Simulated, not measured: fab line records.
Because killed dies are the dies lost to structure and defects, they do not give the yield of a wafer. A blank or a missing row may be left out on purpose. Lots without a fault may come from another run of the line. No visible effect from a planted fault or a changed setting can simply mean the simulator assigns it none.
Code-filled problem report in 8D (eight disciplines) form + flow n5-finfet + the parts of the form that need people (team, actions taken, sign-off) are left out

## 1. WHAT IS WRONG
Mean RS_SD_N at N5_SD_ACTIVATION_RS_MEAS_03: 15.23 ohm/sq over 6 wafers in 2 lots; fault-free wafers: 21.99 ohm/sq, standard deviation 0.26. That puts it -26 standard deviations away from the usual mean.
The step: measures by four-point-probe.
First observed at day 7 11:25: wafer L104.2, on film-metro-01. At this step, 24 wafers from 8 lots have a number in the record. The rule behind "out" and "out of limits": a value lying over 4 standard deviations away from the usual mean. The other wafers with a number count as sound.

## 2. WHAT THIS IS AND IS NOT
| question                    | is                     | is not                                                                    |
|-----------------------------|------------------------|---------------------------------------------------------------------------|
| which readings at this step | RS_SD_N, RS_SD_P       | -                                                                         |
| which lots                  | L104, L107             | L109, L111, L989, L994, L996, L998                                        |
| which wafers of those lots  | all that have a number | -                                                                         |
| read on which gauges        | film-metro-01          | film-metro-02                                                             |
| when                        | from day 7 11:25       | up to then (12 sound wafers); but 6 sound wafers of L109, L111 came after |

## 3. WHAT RULES OUT EACH SUSPECT
Counting: a tool stays on the suspect list if, at a process step up to the reading, it processed all lots that are out and no sound lot following the first of them.
- ruled out: the gauge at N5_SD_ACTIVATION_RS_MEAS_03. All the wafers that are out were read on film-metro-01, but those of them that N5_SD_ACTIVATION_LSA_01 has rows for are out there too, on other tools.
- laser-anneal-01 at N5_SD_ACTIVATION_LSA_01 (time 0.0008 s): kept. Every lot that is out went through it, starting with L104 (day 7 11:13), and after that it ran no sound lot; the last sound lot it ran before then is L998 (day 6 03:25). Out on those wafers are its own readings of wafer_temp_C_max.
After counting, what remains is laser-anneal-01 at N5_SD_ACTIVATION_LSA_01.

## 4. THE CAUSE (what the simulator had put in)
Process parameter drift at N5_SD_ACTIVATION_LSA_01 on laser-anneal-01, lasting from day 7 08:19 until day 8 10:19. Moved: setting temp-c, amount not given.
Counting left only this tool.

## 5. THE CHAIN OF EFFECTS, in route order
One row per reading whose mean, taken over the struck wafers that have a number, lies over 3 standard deviations from the usual. Readings are gone through only where the record gives a usual standard deviation; hours: the median, over the lots, of the time from a lot's start at the first step in this table giving one to that lot's start at this step; sigmas: the change measured in usual standard deviations.
| hours | step                        | reading          | usual          | on struck wafers | change    | sigmas      |
|-------|-----------------------------|------------------|----------------|------------------|-----------|-------------|
| 0     | N5_SD_ACTIVATION_LSA_01     | wafer_temp_C_max | 1086.6         | 1162.8           | +76.2     | +64         |
| 0     | N5_SD_ACTIVATION_RS_MEAS_03 | RS_SD_N          | 21.99 ohm/sq   | 15.23            | -6.76     | -26         |
| 0     | N5_SD_ACTIVATION_RS_MEAS_03 | RS_SD_P          | 56.2 ohm/sq    | 68.0             | +11.8     | +12         |
| 109   | N5_BEOL_M4_RC_MEAS_101      | DIBL_P           | 36.2 mV/V      | 50.1             | +13.9     | +6.3        |
| 109   | N5_BEOL_M4_RC_MEAS_101      | IOFF_P           | 0.21 nA/um     | 0.42             | +0.21     | +5.2        |
| 109   | N5_BEOL_M4_RC_MEAS_101      | IOFF_P_85C       | 3.7 nA/um      | 6.4              | +2.7      | +4.7        |
| 109   | N5_BEOL_M4_RC_MEAS_101      | IOFF_P_LIN       | 0.100 nA/um    | 0.152            | +0.052    | +3.5        |
| 109   | N5_BEOL_M4_RC_MEAS_101      | IOFF_P_LONG      | 0.000106 nA/um | 0.001226         | +0.001120 | +99 or more |
| 109   | N5_BEOL_M4_RC_MEAS_101      | ION_P            | 463 uA/um      | 412              | -52       | -7.2        |
| 109   | N5_BEOL_M4_RC_MEAS_101      | RC_DENSE_N       | 18.9 ohm.um    | 13.1             | -5.8      | -12         |
| 109   | N5_BEOL_M4_RC_MEAS_101      | RC_DENSE_P       | 23.7 ohm.um    | 32.3             | +8.6      | +15         |
| 109   | N5_BEOL_M4_RC_MEAS_101      | RC_N             | 15.4 ohm.um    | 10.7             | -4.7      | -13         |
| 109   | N5_BEOL_M4_RC_MEAS_101      | RC_P             | 19.3 ohm.um    | 26.2             | +6.9      | +14         |
| 109   | N5_BEOL_M4_RC_MEAS_101      | REXT_N           | 75.4 ohm.um    | 60.0             | -15.4     | -10         |
| 109   | N5_BEOL_M4_RC_MEAS_101      | RS_SD_N          | 28.5 ohm/sq    | 20.5             | -8.0      | -20         |
| 109   | N5_BEOL_M4_RC_MEAS_101      | RS_SD_P          | 66.1 ohm/sq    | 80.0             | +14.0     | +13         |
| 109   | N5_BEOL_M4_RC_MEAS_101      | SS_P             | 73.3 mV/dec    | 75.7             | +2.4      | +3.6        |
| 237   | N5_PASSIVATION_PROBE_49     | sort-n-pass      | 1079           | 20               | -1059     | -59         |
| 237   | N5_PASSIVATION_PROBE_49     | sort-yield-pct   | 91.5 %         | 1.7              | -89.8     | -60         |
Process steps it contains:
- N5_SD_ACTIVATION_LSA_01: time 0.0008 s.
- N5_PASSIVATION_PROBE_49
Later measuring or inspecting steps at which every struck wafer that the step has a row for has a number for every such reading, and none has moved that far: N5_ILD0_THK_MEAS_04.

## 6. WHAT WOULD HAVE CAUGHT IT SOONER
Counted from the fault's start at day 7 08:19, it took 3 hours until the first out-of-limits reading at a measuring or inspecting step in this record, taken at day 7 11:25.
Tool's own readings at N5_SD_ACTIVATION_LSA_01, wafer_temp_C_max: out on all struck wafers the step has rows for; an alarm limit on them would have tripped on the first.
L107, from the lots that are out (2), started N5_SD_ACTIVATION_LSA_01 on laser-anneal-01 later than day 7 11:25. A hold on the tool at that time would have spared it.
